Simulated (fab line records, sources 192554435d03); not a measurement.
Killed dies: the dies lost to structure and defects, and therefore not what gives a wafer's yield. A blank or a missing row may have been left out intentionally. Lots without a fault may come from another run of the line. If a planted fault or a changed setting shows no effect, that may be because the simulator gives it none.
8D (eight disciplines) problem report, filled in by code | flow n5_finfet | the parts of the form that need people (team, actions taken, sign-off) are left out

## 1. WHAT WENT WRONG
On 2 wafers of 1 lot, bias_w at N5_DUMMY_GATE_ETCH_42 has a mean of 9.29 W; fault-free wafers read 12.00 W, standard deviation 0.04. Relative to the usual mean, that is a shift of -68 standard deviations.
The step: etches SiO2 in CHF3/O2, target depth 3.5 nm, time 31 s.
The first sign was on wafer L151.3 at day 6 02:13, on rie_diel-02. At this step, 27 wafers from 9 lots have a number in the record. Rule for "out" (also "out of limits"): further than 4 standard deviations from the usual mean. The rest of the wafers with a number are treated as sound.

## 2. WHAT IT IS AND WHAT IT IS NOT
question                    | is               | is not
which readings at this step | bias_w, rf_vpp_V | drypump_motor_current_A, oes_product_au, showerhead_plenum_p_Torr
which lots                  | L151             | L143, L144, L147, L148, L149, L152, L160, L162
which wafers of those lots  | L151.3, L151.5   | L151.1
read on which tools         | rie_diel-02      | rie_diel-03, rie_diel-06
when                        | from day 6 02:13 | up to then (16 sound wafers); but 9 sound wafers of L152, L160, L162 came after

## 3. THE SUSPECTS, EACH WITH WHAT RULES IT OUT
Counting: any tool at a process step up to the reading remains a suspect provided it ran every lot that is out. Sound lots after the first of them don't rule it out here, since some wafers of a struck lot are sound.
- rie_diel-06 at N5_DUMMY_GATE_STRIP_40 (strips in CF4): kept. It ran the lot that is out, L151 (day 6 01:37); its last sound lot up to then is L147 (day 5 01:34).
- rie_si-05 at N5_DUMMY_GATE_ETCH_32 (etches SiO2 in CF4, target depth 3.5 nm, time 3.9 s): kept. It ran the lot that is out, L151 (day 6 01:58); its last sound lot up to then is L147 (day 5 01:55).
- rie_si-05 at N5_DUMMY_GATE_ETCH_44 (etches poly-Si in HBr/O2, stops on SiO2, target depth 127.5 nm): kept. It ran the lot that is out, L151 (day 6 02:03); its last sound lot up to then is L147 (day 5 02:01).
- rie_diel-02 at N5_DUMMY_GATE_ETCH_42 (etches SiO2 in CHF3/O2, target depth 3.5 nm, time 31 s): kept. It ran the lot that is out, L151 (day 6 02:13); its last sound lot up to then is L149 (day 5 11:16). On those wafers its own readings are out: bias_w, rf_vpp_V.
- At N5_DUMMY_GATE_STRIP_40 on rie_diel-06, chamber 0 took the sound wafers of the same lots and chamber 1 took the wafers that are out.
- Within rie_si-05 at N5_DUMMY_GATE_ETCH_32: the wafers that are out ran in chambers 0, 1; their sound lot-mates ran in chamber 2.
- Within rie_si-05 at N5_DUMMY_GATE_ETCH_44: the wafers that are out ran in chambers 0, 1; their sound lot-mates ran in chamber 2.
- At N5_DUMMY_GATE_ETCH_42 on rie_diel-02, chamber 0 took the sound wafers of the same lots and chamber 1 took the wafers that are out.
Left after counting: rie_diel-06 at N5_DUMMY_GATE_STRIP_40, rie_si-05 at N5_DUMMY_GATE_ETCH_32, rie_si-05 at N5_DUMMY_GATE_ETCH_44, rie_diel-02 at N5_DUMMY_GATE_ETCH_42.

## 4. THE CAUSE (what the simulator had put in)
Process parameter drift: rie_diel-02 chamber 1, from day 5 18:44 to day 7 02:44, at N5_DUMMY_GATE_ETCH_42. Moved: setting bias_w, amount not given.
Counting leaves 4 suspects; this tool is one of them.

## 5. THE CHAIN OF EFFECTS, in route order
Rows list readings where the struck wafers' mean (over those with a number) sits beyond 3 standard deviations from the usual. Readings are gone through only where the record gives a usual standard deviation; hours: the median, over the lots, of the time from a lot's start at the first step in this table giving one to that lot's start at this step; sigmas: the change measured in usual standard deviations.
hours | step                  | reading  | usual   | on struck wafers | change | sigmas
0     | N5_DUMMY_GATE_ETCH_42 | bias_w   | 12.00 W | 9.29             | -2.71  | -68
0     | N5_DUMMY_GATE_ETCH_42 | rf_vpp_V | 42.2 V  | 34.9             | -7.4   | -8.6
Process steps it contains:
- N5_DUMMY_GATE_ETCH_42: etches SiO2 in CHF3/O2, target depth 3.5 nm, time 31 s.
Later steps that measure or inspect, where all struck wafers having a row at the step show a number for every such reading and not one has moved that far: N5_BEOL_M4_RC_MEAS_101.

## 6. HOW IT WOULD HAVE BEEN CAUGHT EARLIER
In this record the first reading out of limits was taken at day 6 02:13, 7 hours after the fault began at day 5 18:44.
